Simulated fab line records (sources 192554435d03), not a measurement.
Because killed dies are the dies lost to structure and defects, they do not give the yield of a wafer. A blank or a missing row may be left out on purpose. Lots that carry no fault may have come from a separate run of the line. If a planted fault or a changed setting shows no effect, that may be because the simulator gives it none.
A lot that was struck, set against a sound lot ; flow n5 finfet ; 15 out of 1938 route steps
Sound: these wafers, L601.1, L601.5, L601.6. Struck: wafer L596.2 (left out: L596.3, a lot-mate that was not struck); the cause follows at the end.
For every step that has rows: the tool of each side, followed by ch and its chambers, followed by its first start. Under that, the readings that differ: sound wafers ; struck wafers ; difference of the means ; sigmas: that difference in standard deviations of wafers without a fault.
alike: readings whose means differ by less than 2 such deviations, and words and numbers that are the same on both sides. not compared: withheld readings, readings that some wafer has no value for, bounds like >300 that may hide the same value, and numbers for which the record gives no deviation and whose values overlap.
Wherever a step has rows on one side only, a row that says differs or no value, or a row with sigmas, the two part there. Numbers that don't overlap but have no deviation are shown without sigmas and don't part them. A reading that every wafer of one side lacks parts them only if that side has two wafers or more.

first, 2 steps without rows for these wafers: N5_BEOL_M2_PEB_09 (peb time 60 s); N5_BEOL_M2_DEVELOP_10 (develop time 30 s).
N5_BEOL_M2_CD_MEAS_11: the cd target is 16.79 nm.
  sound on cd sem-03 ch 0, day 10 09:43; struck on cd sem-02 ch 0, day 9 15:40
  alike: cd nm
N5_BEOL_M2_OVL_MEAS_12:
  sound on overlay-01 ch 0, day 10 09:45; struck on overlay-01 ch 0, day 9 15:41
  alike: M2_OVL
N5_BEOL_M2_INSPECT_13: inspects for defects (brightfield).
  struck on defect inspect-01, day 9 15:44; sound on defect inspect-02, day 10 09:49
  alike: raw defect count
then, 1 step without rows for these wafers: N5_BEOL_M2_DESCUM_16 (chemistry O2, time 7 s).
N5_BEOL_M2_ETCH_74: etches underlayer in N2/H2, target depth 6.5 nm, time 5.2 s.
  sound on rie diel-05 ch 1,2, day 10 10:34; struck on rie diel-02 ch 3, day 9 15:49
  alike: drypump motor current A, etch rf on time s, h2 flow sccm, oes product au, rf vpp V, showerhead plenum p Torr, throttle valve pct
  not compared: rf hours counter h
N5_BEOL_M2_ETCH_63: etches SiARC in CF4, target depth 15.6 nm, time 26 s.
  sound on rie diel-05 ch 1,2, day 10 10:35; struck on rie diel-02 ch 3, day 9 15:50
reading;sound;struck;difference;sigmas
oes product au (a.u.);0.62 0.60 0.61;0.75;+0.14;+2
  alike: cf4 flow sccm, drypump motor current A, etch rf on time s, rf vpp V, showerhead plenum p Torr, throttle valve pct
  not compared: rf hours counter h
N5_BEOL_M2_ETCH_64: etches SOC in N2/H2, target depth 75 nm, overetch 22.5 nm, time 121.9 s.
  sound on rie diel-05 ch 1,2, day 10 10:37; struck on rie diel-02 ch 3, day 9 15:52
reading;sound;struck;difference;sigmas
oes product au (a.u.);0.55 0.53 0.55;0.66;+0.12;+2
  alike: drypump motor current A, h2 flow sccm, rf vpp V, showerhead plenum p Torr, throttle valve pct
  not compared: rf hours counter h
then, 2 steps without rows for these wafers: N5_BEOL_M2_STRIP_65 (strips in N2/H2); N5_BEOL_M2_STRIP_75 (strips in N2/H2).
N5_BEOL_M2_STRIP_66: strips in CF4.
  sound on rie diel-05 ch 1,2, day 10 10:44; struck on rie diel-02 ch 3, day 9 15:59
reading;sound;struck;difference;sigmas
oes product au (a.u.);0.72 0.70 0.71;0.87;+0.16;+2
  alike: cf4 flow sccm, drypump motor current A, rf vpp V, showerhead plenum p Torr, throttle valve pct
  not compared: rf hours counter h
N5_BEOL_M2_HM_OPEN_17: chemistry Cl2/BCl3, target TiN, target depth 20 nm, overetch 6 nm.
  sound on rie metal-02 ch 0,1, day 10 10:47; struck on rie metal-03 ch 1, day 9 16:02
reading;sound;struck;difference;sigmas
model.SOC_of_BEOL_M2_COAT_61.thk nm (nm);51.8 51.8 52;49.6;-2.3;
model.BEOL_M2.cd offset nm (nm);0 0.2 -0.4;0.4;+0.5;
  alike: bcl3 flow sccm, drypump motor current A, oes product au, throttle valve pct
  not compared: rf hours counter h
N5_BEOL_M2_STRIP_19: strips in O2.
  sound on rie diel-05 ch 0,2,3, day 10 10:56; struck on rie diel-05 ch 1, day 9 16:08
reading;sound;struck;difference;sigmas
showerhead plenum p Torr (Torr);2.18 2.11 2.21;1.97;-0.20;-2
  alike: drypump motor current A, oes product au, rf vpp V, throttle valve pct
  not compared: rf hours counter h
N5_BEOL_M4_RC_MEAS_101:
  sound on prober-01 ch 0, day 11 12:51; struck on prober-01 ch 0, day 10 15:55
reading;sound;struck;difference;sigmas
VT_P (mV);-251 -257 -252;-246;+7;+2
  alike: DIBL_N, DIBL_P, IOFF_N, IOFF_P, ION_N, ION_P, SS_N, SS_P, VT_N

== WHERE THEY PART ==
Last at N5_BEOL_M4_RC_MEAS_101 as far as this record goes, first at N5_BEOL_M2_ETCH_63.

WHY: what the simulator had put in
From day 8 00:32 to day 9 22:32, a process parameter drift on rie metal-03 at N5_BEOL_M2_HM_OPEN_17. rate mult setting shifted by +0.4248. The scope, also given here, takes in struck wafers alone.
